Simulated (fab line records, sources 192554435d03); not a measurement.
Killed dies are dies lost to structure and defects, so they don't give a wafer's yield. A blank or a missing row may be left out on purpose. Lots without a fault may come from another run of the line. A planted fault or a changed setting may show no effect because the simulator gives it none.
fab line records | flow n5_finfet
record lots=12 wafers=35 last_day=17
route steps=1938 shown BEOL_M8@1346
lots that met no fault: from a run of the same line without faults
start_h: hours from the record's first day to the start of the lot's first wafer shown | wait_h: hours since the lot's step before | " the same as in the row above | L1.1+2: a row that stands for several wafers | - no value, or no start given | * or withheld: withheld | < > ~ a bound
route shown NAME@n: a module of which the file shows steps, and the number in the route of the first | usual: mean/standard deviation of fault-free wafers | same: alike in all rows | chamber/n: place in a boat | sites: the reading at each site | _std_site: their standard deviation | _edge_site: outer sites' mean less inner sites' | radius_mm: how far each site lies from the wafer's centre | mask NAME#n: copy n | behind: the tool/chamber that last shaped the wafer | hold: why the lot was held/for how many hours/how that ended | device: the transistor (n, p or np) that didn't switch | end of line: the same wafers' tests at the end of the route | a step without rows: its recipe alone | killed: dies lost to structure and defects at the first sort, not the wafer's yield | map: a wafer's dies, x killed, . not, _ none there
set.NAME: the setting as run; set.NAME@STEP: as run at that earlier step | model.NAME: the simulator's own value behind a step, which no gauge read
steps of the route over a sample of lots; a table a step, a row a wafer
services: from which hour (start_h, from the record's first day; less than 0 if before it) a tool's chamber was out of use, for how many hours, and why
## steps
# step N5_BEOL_M8_OVL_MEAS_12
# recipe points_per_wafer=44
# usual M8_OVL=-0.1/0.66
# columns lot.wafer tool chamber start_h wait_h M8_OVL[nm]
L399.1 overlay-02 0 205.68 0.0 0.0
L399.2 " 0 " " 0.5
L399.5 " 0 " " 0.2
L398.2 overlay-02 0 208.97 0.0 1.2
L398.4 " 0 " " 1.6
L398.5 " 0 " " -0.9
L400.3 overlay-02 0 210.43 0.0 0.5
L400.5 " 0 " " 1.0
L400.6 " 0 " " 0.1
L404.3 overlay-02 0 239.96 0.0 0.4
L404.4 " 0 " " 0.8
L404.6 " 0 " " 0.9
L406.2 overlay-01 0 248.43 0.0 0.4
L406.3 " 0 " " -0.1
L405.3 overlay-01 0 248.65 0.0 0.0
L405.4 " 0 " " -0.7
L405.6 " 0 " " 0.4
L409.1 overlay-01 0 270.49 0.0 -0.5
L409.4 " 0 " " 0.9
L409.5 " 0 " " -1.3
L410.1 overlay-01 0 279.23 0.0 -0.2
L410.2 " 0 " " -0.2
L410.6 " 0 " " -0.9
L414.1 overlay-02 0 308.68 0.0 -0.2
L414.3 " 0 " " 0.4
L414.5 " 0 " " 0.6
L419.1 overlay-02 0 338.11 0.0 0.1
L419.2 " 0 " " 1.3
L419.5 " 0 " " -0.4
L421.3 overlay-01 0 343.20 0.0 -1.4
L421.5 " 0 " " -0.9
L421.6 " 0 " " -0.4
L420.2 overlay-01 0 343.36 0.0 -0.2
L420.4 " 0 " " -0.2
L420.6 " 0 " " -0.2
# step N5_BEOL_M8_ETCH_61
# recipe chemistry=CF4 target=SiARC target_depth_a=455 mask_material=CAR-ArF time_s=75.8 ion_energy_ev=80 pressure_mtorr=40 source_w=545 bias_w=36 Ar_flow_sccm=100 cf4_flow_sccm=100 ends=cleared
# usual drypump_motor_current_A=5.5/0.38 etch_rf_on_time_s=77.1/2.8 oes_product_au=0.67/0.065 rf_vpp_V=184.0/1.2 showerhead_plenum_p_Torr=2.13/0.069 throttle_valve_pct=15.59/0.24
# columns lot.wafer tool chamber start_h wait_h drypump_motor_current_A etch_rf_on_time_s oes_product_au rf_hours_counter_h rf_vpp_V showerhead_plenum_p_Torr throttle_valve_pct
L399.1 rie_diel-05 3 205.78 0.0 5.0 72.4 0.61 228 185.0 2.20 15.77
L399.2 " 1 " " 5.5 82.7 0.65 81 182.5 2.08 15.38
L399.5 " 3 " " 5.0 72.5 0.61 - 183.6 2.20 15.76
L398.2 rie_diel-01 0 209.06 0.0 6.0 80.2 0.73 50 183.9 2.10 15.41
L398.4 " 0 " " 6.0 79.8 0.74 - 183.4 2.10 15.41
L398.5 " 1 " " 5.2 79.0 0.62 - 184.8 2.12 15.71
L400.3 rie_diel-05 3 210.52 0.0 5.0 72.5 0.60 229 184.0 2.20 15.77
L400.5 " 3 " " 5.0 72.5 0.60 - 185.2 2.20 15.78
L400.6 " 0 " " 4.9 74.4 0.61 - 183.1 2.05 15.86
L404.3 rie_diel-05 2 240.11 0.0 5.7 74.2 0.65 164 182.0 1.98 16.03
L404.4 " 0 " " 4.9 74.4 0.60 216 183.5 2.04 15.90
L404.6 " 0 " " 4.9 74.1 0.60 - 181.8 2.04 15.90
L406.2 rie_diel-04 3 248.74 0.0 5.0 71.0 0.78 26 186.0 2.18 15.05
L406.3 " 0 " " 6.0 77.7 0.73 37 184.3 2.18 15.32
L405.3 rie_diel-01 1 248.97 0.0 5.2 77.6 0.61 179 184.9 2.12 15.72
L405.4 " 3 " " 5.9 77.5 0.59 223 185.1 2.19 15.77
L405.6 " 0 " " 6.0 77.6 0.73 - 182.7 2.09 15.43
L409.1 rie_diel-05 1 271.09 0.0 5.5 80.4 0.64 105 182.0 2.07 15.43
L409.4 " 2 " " 5.7 74.1 0.65 - 181.7 1.97 16.02
L409.5 " 1 " " 5.6 80.5 0.64 - 184.5 2.07 15.43
L410.1 rie_diel-05 1 279.32 0.0 5.6 81.8 0.63 110 181.9 2.07 15.44
L410.2 " 2 " " 5.7 75.6 0.63 181 180.8 1.97 16.05
L410.6 " 1 " " 5.6 82.2 0.63 - 184.0 2.07 15.44
L414.1 rie_diel-01 2 308.78 0.0 5.4 73.5 0.68 115 183.4 2.15 15.54
L414.3 " 0 " " 6.0 79.0 0.71 82 184.4 2.09 15.46
L414.5 " 2 " " 5.4 74.6 0.68 - 185.0 2.15 15.53
L419.1 rie_diel-01 0 338.22 0.0 6.0 79.4 0.69 89 183.7 2.09 15.49
L419.2 " 1 " " 5.2 77.9 0.60 207 183.7 2.11 15.79
L419.5 " 2 " " 5.4 73.9 0.68 - 184.2 2.15 15.57
L421.3 rie_diel-04 2 343.61 0.0 5.7 79.0 0.72 43 184.8 2.19 15.70
L421.5 " 3 " " 5.0 71.7 0.73 - 184.3 2.16 15.12
L421.6 " 2 " " 5.7 79.1 0.72 - 184.5 2.19 15.70
L420.2 rie_diel-01 0 343.61 0.0 6.0 79.6 0.69 92 184.7 2.08 15.49
L420.4 " 2 " " 5.4 75.2 0.66 - 185.0 2.15 15.56
L420.6 " 0 " " 6.0 79.7 0.70 - 183.5 2.08 15.49
# step N5_BEOL_M8_EXPOSE_25
# recipe mask_id=V7 na=0.33 source_shape=annular sigma_inner=0.4 sigma_outer=0.8 polarization=unpolarized target_cd_nm=40 dose_mj=42.5
# usual exposure_dose_mJ_cm2=42.45/0.054
# same na=0.33
# columns lot.wafer tool chamber start_h wait_h mask exposure_dose_mJ_cm2
L399.1 euv_scanner-01 0 209.63 - V7#0 42.41
L399.2 " 0 " " V7#0 42.42
L399.5 " 0 " " V7#0 42.36
L398.2 euv_scanner-02 0 210.01 - V7#0 42.54
L398.4 " 0 " " V7#0 42.53
L398.5 " 0 " " V7#0 42.51
L400.3 euv_scanner-02 0 212.15 - V7#0 42.55
L400.5 " 0 " " V7#0 42.50
L400.6 " 0 " " V7#0 42.47
L404.3 euv_scanner-01 0 240.73 - V7#0 42.45
L404.4 " 0 " " V7#0 42.38
L404.6 " 0 " " V7#0 42.43
L406.2 euv_scanner-01 0 250.51 - V7#0 42.38
L406.3 " 0 " " V7#0 42.42
L405.3 euv_scanner-02 0 250.71 - V7#0 42.48
L405.4 " 0 " " V7#0 42.48
L405.6 " 0 " " V7#0 42.47
L409.1 euv_scanner-02 0 274.18 - V7#0 43.18
L409.4 " 0 " " V7#0 43.23
L409.5 " 0 " " V7#0 43.18
L410.1 euv_scanner-02 0 280.91 - V7#0 43.04
L410.2 " 0 " " V7#0 43.07
L410.6 " 0 " " V7#0 43.07
L414.1 euv_scanner-01 0 309.73 - V7#0 42.49
L414.3 " 0 " " V7#0 42.44
L414.5 " 0 " " V7#0 42.42
L419.1 euv_scanner-01 0 341.86 - V7#0 42.37
L419.2 " 0 " " V7#0 42.40
L419.5 " 0 " " V7#0 42.33
L421.3 euv_scanner-01 0 345.35 - V7#0 42.41
L421.5 " 0 " " V7#0 42.49
L421.6 " 0 " " V7#0 42.43
L420.2 euv_scanner-01 0 345.43 - V7#0 42.40
L420.4 " 0 " " V7#0 42.40
L420.6 " 0 " " V7#0 42.39
# step N5_BEOL_M8_ETCH_66
# recipe chemistry=N2/H2 target=SOC target_depth_a=800 overetch_a=160 mask_material=SiARC temp_c=40 time_s=120 ion_energy_ev=200 pressure_mtorr=30 source_w=840 bias_w=150 n2_flow_sccm=200 h2_flow_sccm=200
# usual drypump_motor_current_A=5.5/0.38 oes_product_au=0.62/0.066 rf_vpp_V=524/3.2 showerhead_plenum_p_Torr=2.54/0.11 throttle_valve_pct=17.8/0.3
# same time_s=120
# columns lot.wafer tool chamber start_h wait_h drypump_motor_current_A oes_product_au rf_hours_counter_h rf_vpp_V showerhead_plenum_p_Torr throttle_valve_pct
L399.1 rie_diel-05 1 209.97 0.0 5.6 0.62 82 521 2.47 17.6
L399.2 " 0 " " 4.9 0.53 205 519 2.43 18.1
L399.5 " 3 " " 5.0 0.53 - 525 2.60 17.7
L398.2 rie_diel-04 0 210.34 0.0 6.0 0.68 21 526 2.59 17.5
L398.4 " 2 " " 5.7 0.52 - 525 2.57 18.0
L398.5 " 0 " " 6.0 0.69 - 526 2.59 17.5
L400.3 rie_diel-05 1 212.47 0.0 5.6 0.61 83 521 2.47 17.6
L400.5 " 0 " " 4.8 0.53 - 520 2.43 18.1
L400.6 " 1 " " 5.6 0.62 - 522 2.47 17.6
L404.3 rie_diel-04 1 241.05 0.0 5.6 0.73 13 529 2.73 17.7
L404.4 " 3 " " 5.1 0.68 23 525 2.61 17.4
L404.6 " 3 " " 5.1 0.67 - 525 2.61 17.4
L406.2 rie_diel-05 1 250.84 0.0 5.6 0.60 96 522 2.46 17.7
L406.3 " 2 " " 5.7 0.59 168 519 2.35 18.4
L405.3 rie_diel-04 1 251.39 0.0 5.6 0.72 17 527 2.72 17.7
L405.4 " 3 " " 5.1 0.66 27 525 2.61 17.4
L405.6 " 1 " " 5.6 0.72 - 528 2.72 17.7
L409.1 rie_diel-05 1 275.88 0.0 5.5 0.59 108 521 2.46 17.7
L409.4 " 0 " " 4.9 0.52 - 519 2.42 18.1
L409.5 " 1 " " 5.6 0.59 - 521 2.46 17.7
L410.1 rie_diel-05 0 281.43 0.0 4.9 0.52 230 520 2.42 18.1
L410.2 " 2 " " 5.7 0.58 183 517 2.34 18.4
L410.6 " 1 " " 5.6 0.60 - 521 2.46 17.7
L414.1 rie_diel-01 0 310.26 0.0 6.0 0.65 82 523 2.45 17.6
L414.3 " 3 " " 5.9 0.53 240 526 2.62 18.0
L414.5 " 0 " " 6.0 0.65 - 521 2.45 17.6
L419.1 rie_diel-04 3 342.20 0.0 5.1 0.63 62 525 2.59 17.4
L419.2 " 0 " " 6.0 0.64 69 525 2.57 17.5
L419.5 " 3 " " 5.0 0.63 - 525 2.59 17.4
L421.3 rie_diel-05 2 345.68 0.0 5.7 0.56 207 518 2.33 18.5
L421.5 " 1 " " 5.6 0.57 - 522 2.45 17.7
L421.6 " 3 " " 5.0 0.69 - 524 2.59 17.4
L420.2 rie_diel-04 2 345.75 0.0 5.7 0.66 44 526 2.55 17.7
L420.4 " 1 " " 5.6 0.67 49 528 2.71 17.8
L420.6 " 1 " " 5.6 0.67 - 528 2.71 17.8
## services
# columns tool chamber start_h hours kind
rie_diel-01 3 195.47 16.5 repair
rie_diel-04 0 199.60 4.3 repair
euv_scanner-01 - 230.44 0.4 repair
euv_scanner-02 - 232.31 1.0 pm
rie_diel-05 0 245.48 11.8 repair
rie_diel-01 - 259.93 15.6 pm
rie_diel-05 3 266.21 - clean
rie_diel-05 3 266.21 - consumable_replace:focus_ring
rie_diel-05 3 266.21 19.3 scheduled_down
rie_diel-05 3 266.21 19.3 vent_cycle
euv_scanner-01 - 268.22 1.0 pm
euv_scanner-01 - 280.34 13.5 repair
euv_scanner-02 - 283.31 0.7 repair
rie_diel-01 1 286.84 1.3 repair
euv_scanner-01 - 293.85 4.6 pm
rie_diel-05 3 295.88 15.1 repair
euv_scanner-02 - 304.23 1.0 pm
rie_diel-01 0 311.92 8.4 repair
euv_scanner-02 - 312.85 4.6 pm
rie_diel-05 0 314.81 2.2 repair
euv_scanner-01 - 324.37 1.0 pm
euv_scanner-01 - 327.60 0.6 repair
euv_scanner-01 - 328.27 0.7 repair
euv_scanner-02 - 344.61 1.0 pm
## key
first_sign step=N5_BEOL_M8_EXPOSE_25 reading=exposure_dose_mJ_cm2 direction=up sigmas=13 usual=42.45 struck=43.13
effect none on later readings
met_at N5_BEOL_M8_EXPOSE_25
struck_lots L409,L410
rows_end L409.1,L409.4,L409.5,L410.1,L410.2,L410.6
loop_trim step=N5_BEOL_M8_EXPOSE_25 setting=dose lots=L410
not_acting_at N5_BEOL_M8_OVL_MEAS_12,N5_BEOL_M8_ETCH_61,N5_BEOL_M8_ETCH_66
onset_between 250.71 274.18
fault kind=process_parameter_drift tool=euv_scanner-02 chamber=- onset_h=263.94 steps=N5_BEOL_M8_EXPOSE_25 channel=dose_mj offset=0.74436 shape=step acts_in=these_recipes_only stated=42.5
# rows_end: these wafers met a further fault down the route, and their rows from its step on are left out
# loop_trim: a control loop set the setting to another value than it would have without faults
